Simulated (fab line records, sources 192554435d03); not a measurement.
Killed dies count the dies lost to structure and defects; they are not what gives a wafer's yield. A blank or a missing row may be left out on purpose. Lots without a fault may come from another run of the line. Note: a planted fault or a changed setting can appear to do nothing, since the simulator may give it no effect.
Matching of chambers + flow n5Finfet + 4 sister chambers for N5_DUMMY_GATE_DESCUM_20 on rieDiel-05
The step chemistry O2, time 6.2 s. 8 wafers are shown with their chamber, then 9 later ones without.

EACH WAFER AND ITS CHAMBER
| wafer  | chamber | drypumpMotorCurrentA (A) | showerheadPlenumPTorr (Torr) |
|--------|---------|--------------------------|------------------------------|
| L078.5 | 3       | 6.1                      | 2.12                         |
| L079.2 | 1       | 6.5                      | 2.06                         |
| L079.6 | 2       | 4.8                      | 2.14                         |
| L087.5 | 1       | 6.5                      | 2.06                         |
| L087.6 | 0       | 5.6                      | 2.09                         |
| L088.1 | 3       | 6.1                      | 2.12                         |
| L088.2 | 2       | 4.9                      | 2.13                         |
| L088.5 | 0       | 5.6                      | 2.09                         |

WAFERS WITH NO CHAMBER GIVEN
| wafer  | drypumpMotorCurrentA (A) | showerheadPlenumPTorr (Torr) |
|--------|--------------------------|------------------------------|
| L094.1 | 6.1                      | 2.11                         |
| L094.5 | 5.6                      | 2.08                         |
| L094.6 | 4.8                      | 2.13                         |
| L095.2 | 6.1                      | 2.11                         |
| L095.3 | 4.8                      | 2.13                         |
| L095.5 | 6.1                      | 2.11                         |
| L096.1 | 5.6                      | 2.08                         |
| L096.3 | 4.9                      | 2.13                         |
| L096.5 | 4.9                      | 2.13                         |

EACH ONE'S CHAMBER
| wafer  | from the rows above | in truth |
|--------|---------------------|----------|
| L094.1 | 3                   | 3        |
| L094.5 | 0                   | 0        |
| L094.6 | 2                   | 2        |
| L095.2 | 3                   | 3        |
| L095.3 | 2                   | 2        |
| L095.5 | 3                   | 3        |
| L096.1 | 0                   | 0        |
| L096.3 | 2                   | 2        |
| L096.5 | 2                   | 2        |
Correct placement for 9 of the 9. Can't be placed from these rows: 0. 0 placed wrongly.
How it was worked out, from the rows above alone: a wafer's distance from a chamber is the root of the sum, over the readings, of the square of ((its reading less the chamber's mean) divided by the reading's scatter). If the next closest chamber is less than 2 further off than the closest, the wafer can't be placed; otherwise it belongs to the closest. For every chamber, the mean is computed from those of its wafers that are shown. The scatter is the square root of a quotient: the sum, over the shown wafers, of each reading's squared deviation from its chamber's mean, divided by wafers minus chambers.
